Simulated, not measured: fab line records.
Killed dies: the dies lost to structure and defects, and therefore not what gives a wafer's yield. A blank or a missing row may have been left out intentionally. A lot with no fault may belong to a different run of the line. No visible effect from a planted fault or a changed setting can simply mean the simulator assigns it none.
Struck lot and sound lot, side by side ; flow nand harc ; 37 steps out of a route of 1159
Sound: the wafers L518.1, L518.3, L518.4. Wafers struck: L521.2, L521.3, L521.5. The cause is named last.
Per side, at each step with rows, come the tool, then ch with its chambers, and then its first start. Under that, the readings that differ: sound wafers ; struck wafers ; difference of the means ; sigmas: that difference in standard deviations of wafers without a fault.
alike: words and numbers the same on both sides, and readings whose means are apart by under 2 such deviations; not compared: readings that were withheld, readings missing a value for some wafer, numbers with overlapping values and no deviation given by the record, and bounds like >300 which may hide the same value.
A row with sigmas, a row that says differs or no value, or rows on one side alone: a step with any of these is where the two part. Non-overlapping numbers with no deviation appear without sigmas and do not part them. Lack of a reading on every wafer of one side parts them only where that side has two or more wafers.

first, 4 steps without rows for these wafers: NHARC_A_SGD_CUT_PRECLEAN_18 (cleans in SC1); NHARC_A_SGD_CUT_SRD_19; NHARC_A_SGD_CUT_DEP_20 (deposits SiO2, target thk 150 nm); NHARC_A_SGD_CUT_ANNEAL_27 (time 1800 s).
NHARC_A_SGD_CUT_CMP_21: polishes, target thk 148.19 nm.
  sound on cmp-03 ch 0,2,3, day 14 11:52; struck on cmp-03 ch 0,2,3, day 15 07:32
  alike: motor current A, time to endpoint s
NHARC_A_SGD_CUT_THK_MEAS_22: measures by ellipsometry.
  sound: film metro-01 at day 14 12:07; struck: film metro-01 at day 15 07:46
  alike: thk nm
then, 4 steps without rows for these wafers: NHARC_A_SGD_CUT_SRD_23; NHARC_A_SGD_CUT_ETCH_26 (etches SiO2 in dHF, target depth 45.8 nm); NHARC_A_SGD_CUT_ETCHBACK_24 (etches the open film in CH3F/O2, target depth 50 nm, time 92.857 s); NHARC_A_SGD_CUT_STRIP_28 (strips in O2, time 20 s).
NHARC_A_SGD_CUT_INSPECT_25:
  sound: defect inspect-01 at day 14 12:42; struck: defect inspect-02 at day 15 08:13
  alike: raw defect count
then, 1 step without rows for these wafers: NHARC_A_SLIT_DEP_25 (deposits SiO2, target thk 200 nm).
NHARC_A_SLIT_DEP_00: deposits aC, target thk 3200 nm.
  sound on acl dep-02 ch 0, day 14 13:06; struck on acl dep-01, day 15 10:29
reading;sound;struck;difference;sigmas
throttle valve pct (%);35.012 34.995 35.014;- - -;no value on the struck wafers;
  not compared: susceptor temp C
then, 9 steps without rows for these wafers: NHARC_A_SLIT_DEP_23 (deposits SiON, target thk 100 nm); NHARC_A_SLIT_DEHYDRATE_01 (time 120 s); NHARC_A_SLIT_HMDS_02 (time 30 s); NHARC_A_SLIT_COAT_03 (resist thk 90 nm); NHARC_A_SLIT_SOFTBAKE_04 (time 55 s); NHARC_A_SLIT_EBR_05; NHARC_A_SLIT_EXPOSE_06 (exposes mask SLIT); NHARC_A_SLIT_PEB_07 (peb time 65 s); NHARC_A_SLIT_DEVELOP_08 (develop time 35 s).
NHARC_A_SLIT_CD_MEAS_09: the cd target is 300 nm.
  sound on cd sem-01 ch 0, day 14 15:44; struck on cd sem-03 ch 0, day 15 12:53
  alike: cd nm
NHARC_A_SLIT_OVL_MEAS_10:
  sound: overlay-01 at day 14 15:49; struck: overlay-01 at day 15 12:59
reading;sound;struck;difference;sigmas
overlay y nm (nm);0.4 0.4 0.0;4.1 3.6 3.4;+3.4;+4
  alike: overlay x nm
NHARC_A_SLIT_INSPECT_11:
  sound: defect inspect-02 at day 14 15:52; struck: defect inspect-01 at day 15 13:01
  alike: raw defect count
then, 1 step without rows for these wafers: NHARC_A_SLIT_DESCUM_14 (chemistry O2, time 3 s).
NHARC_A_SLIT_ETCH_24: etches the open film in CF4/CHF3, target depth 121 nm, time 60.5 s.
  sound on rie diel-11 ch 0,1,2, day 14 16:00; struck on rie diel-13 ch 2,3, day 15 13:11
reading;sound;struck;difference;sigmas
drypump motor current A (A);5.7 5.5 5.8;6.5 6.4 6.5;+0.8;+2
  alike: oes product au, rf vpp V, showerhead plenum p Torr, throttle valve pct
  not compared: rf hours counter h
then, 1 step without rows for these wafers: NHARC_A_SLIT_ETCH_15 (etches the open film in O2/COS, target depth 3200 nm, time 832 s).
NHARC_A_SLIT_ETCH_17: etches the open film in C4F8/O2/Ar, time 1687.5 s, target depth 10100 nm.
  sound on har etch-01 ch 0,1, day 14 16:41; struck on har etch-02 ch 0,1, day 15 15:19
  alike: c4f8 flow sccm, drypump motor current A, showerhead plenum p Torr, throttle valve pct
  not compared: rf hours counter h
then, 2 steps without rows for these wafers: NHARC_A_SLIT_ETCH_26 (etches the open film in C4F8/O2/Ar, time 90 s, target depth 400 nm); NHARC_A_SLIT_STRIP_28 (strips in O2/COS).
NHARC_A_SLIT_ETCH_29: etches the open film in CF4/O2, target depth 100 nm, overetch 10 nm, time 55 s.
  sound on rie diel-13 ch 0,1,3, day 14 18:46; struck on rie diel-13 ch 1,2,3, day 15 17:26
  alike: drypump motor current A, oes_ar_750_au, oes product au, rf vpp V, showerhead plenum p Torr, throttle valve pct
  not compared: rf hours counter h
NHARC_A_SLIT_STRIP_18: strips in O2.
  sound on rie diel-13 ch 0,2,3; struck on rie diel-13 ch 1,2
  alike: drypump motor current A, oes product au, rf vpp V, showerhead plenum p Torr, throttle valve pct
  not compared: rf hours counter h
then, 2 steps without rows for these wafers: NHARC_A_SLIT_PRECLEAN_19 (cleans in SC1); NHARC_A_SLIT_SRD_20.
NHARC_A_SLIT_CD_MEAS_21:
  sound: cd sem-02 at day 14 19:19; struck: cd sem-03 at day 15 18:02
reading;sound;struck;difference;sigmas
cd nm (nm);287.9 287.5 288.2;- - -;no value on the struck wafers;
-- the record jumps here: 5 days lie between the struck wafers' starts before and after (it left off in module A_SLIT and takes up again in module END, whose first step shown is number 1159 of the route) --
NHARC_END_SORT_01:
  sound on prober-02 ch 0, day 20 00:38; struck on prober-01 ch 0, day 20 21:52
reading;sound;struck;difference;sigmas
killed at array;21 15 11;677 676 677;+661;+74
killed dies;24 22 14;677 677 677;+657;+70
  alike: killed at other, killed at periphery, killed open, killed short

WHERE THEY PART
Earliest at NHARC_A_SLIT_DEP_00; latest, in this record, at NHARC_END_SORT_01.

WHY: what had been put in by the simulator
Beginning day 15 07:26, the whole step at NHARC_A_SLIT_DEP_00 was skipped on acl dep-01. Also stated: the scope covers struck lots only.
